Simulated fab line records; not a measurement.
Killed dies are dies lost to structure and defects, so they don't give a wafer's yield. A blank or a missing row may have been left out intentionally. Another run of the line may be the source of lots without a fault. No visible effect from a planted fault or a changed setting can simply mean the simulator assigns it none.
Chamber matching + flow n5_finfet + 3 sister chambers for N5_BEOL_M2_ILD_DEP_00 on pecvd-04
The step deposits SiOC from DEMS/O2, target thk 79 nm, time 15.3 s. 3 wafers are shown with their chamber, then 8 later ones without.

== WAFERS PAIRED WITH THEIR CHAMBERS ==
| wafer  | chamber | showerhead_vpp_V (V) |
|--------|---------|----------------------|
| L088.1 | 1       | 1279                 |
| L088.2 | 0       | 1500                 |
| L089.1 | 2       | 1344                 |

== WAFERS MISSING THEIR CHAMBER ==
| wafer  | showerhead_vpp_V (V) |
|--------|----------------------|
| L089.4 | 1263                 |
| L089.5 | 1493                 |
| L093.3 | 1270                 |
| L093.5 | 1528                 |
| L093.6 | 1293                 |
| L091.3 | 1327                 |
| L091.4 | 1530                 |
| L091.5 | 1252                 |

== CHAMBER TAKEN BY EACH ==
| wafer  | from the rows above     | in truth |
|--------|-------------------------|----------|
| L089.4 | 1                       | 1        |
| L089.5 | 0                       | 0        |
| L093.3 | 1                       | 1        |
| L093.5 | 0                       | 0        |
| L093.6 | can't be placed: 1 or 2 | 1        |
| L091.3 | can't be placed: 2 or 1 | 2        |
| L091.4 | 0                       | 0        |
| L091.5 | 1                       | 1        |
Correct placement for 6 of the 8. Cannot be placed on the basis of these rows: 2; the candidates contain the true chamber in 2. Number placed wrongly: 0.
How it was worked out, from the rows above alone: a wafer's distance from a chamber is the root of the sum, over the readings, of the square of ((its reading less the chamber's mean) divided by the reading's scatter). The wafer belongs to the nearest chamber; if the next one is less than 2 further off, it can't be placed. Each chamber's mean is taken over the wafers shown for it. The scatter: root of mean squared gap, hidden wafer to nearest shown wafer, with one shown wafer a chamber.
